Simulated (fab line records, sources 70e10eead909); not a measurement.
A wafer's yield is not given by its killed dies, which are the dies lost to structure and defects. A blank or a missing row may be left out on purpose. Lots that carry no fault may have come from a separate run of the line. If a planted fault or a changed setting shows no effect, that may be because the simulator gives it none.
Matching of chambers + flow nand-harc + NHARC_P_GATE_DEP_103 on pecvd-01: 3 sister chambers
The step deposits SiON, target thk 30 nm. 20 wafers are shown with their chamber, then 10 later ones without.

WAFERS WITH THEIR CHAMBER
| wafer  | chamber | heater-power-w (W) |
|--------|---------|--------------------|
| L971.2 | 2       | 764                |
| L971.3 | 0       | 628                |
| L971.4 | 1       | 750                |
| L972.1 | 0       | 761                |
| L972.2 | 2       | 829                |
| L972.4 | 2       | 849                |
| L973.2 | 1       | 734                |
| L973.3 | 0       | 747                |
| L973.5 | 1       | 750                |
| L976.1 | 1       | 788                |
| L976.2 | 0       | 740                |
| L976.6 | 0       | 744                |
| L982.3 | 1       | 712                |
| L982.4 | 0       | 653                |
| L982.5 | 2       | 806                |
| L985.2 | 0       | 736                |
| L985.3 | 2       | 815                |
| L985.6 | 0       | 749                |
| L988.1 | 2       | 805                |
| L988.2 | 0       | 720                |

SIGNATURES, as means of the wafers listed above
| reading        | chamber 0 | chamber 1 | chamber 2 | scatter within a chamber |
|----------------|-----------|-----------|-----------|--------------------------|
| heater-power-w | 719.78    | 746.80    | 811.33    | 38                       |
Rule: a wafer's distance from a chamber is the root of the sum, over the readings, of the square of ((its reading less the chamber's mean) divided by the reading's scatter). The wafer belongs to the nearest chamber; if the next one is less than 2 further off, it can't be placed. How the scatter is found: for the shown wafers, subtract from each reading the mean of its chamber, square and add these, divide the total by (wafers less chambers), then take the root.

WAFERS WITHOUT THEIR CHAMBER
| wafer  | heater-power-w (W) |
|--------|--------------------|
| L988.4 | 719                |
| L990.1 | 734                |
| L990.4 | 732                |
| L990.6 | 757                |
| L991.2 | 694                |
| L991.3 | 684                |
| L991.6 | 710                |
| L992.3 | 698                |
| L992.4 | 707                |
| L992.6 | 754                |

EACH ONE'S CHAMBER
| wafer  | from the rows above          | in truth |
|--------|------------------------------|----------|
| L988.4 | can't be placed: 0 or 1      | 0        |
| L990.1 | can't be placed: 1 or 0 or 2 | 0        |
| L990.4 | can't be placed: 0 or 1 or 2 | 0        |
| L990.6 | can't be placed: 1 or 0 or 2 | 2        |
| L991.2 | can't be placed: 0 or 1      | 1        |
| L991.3 | can't be placed: 0 or 1      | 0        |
| L991.6 | can't be placed: 0 or 1      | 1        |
| L992.3 | can't be placed: 0 or 1      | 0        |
| L992.4 | can't be placed: 0 or 1      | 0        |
| L992.6 | can't be placed: 1 or 0 or 2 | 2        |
Placed correctly: 0 of 10. Can't be placed from these rows: 10 (the true chamber is among the candidates in 10). Number placed wrongly: 0.
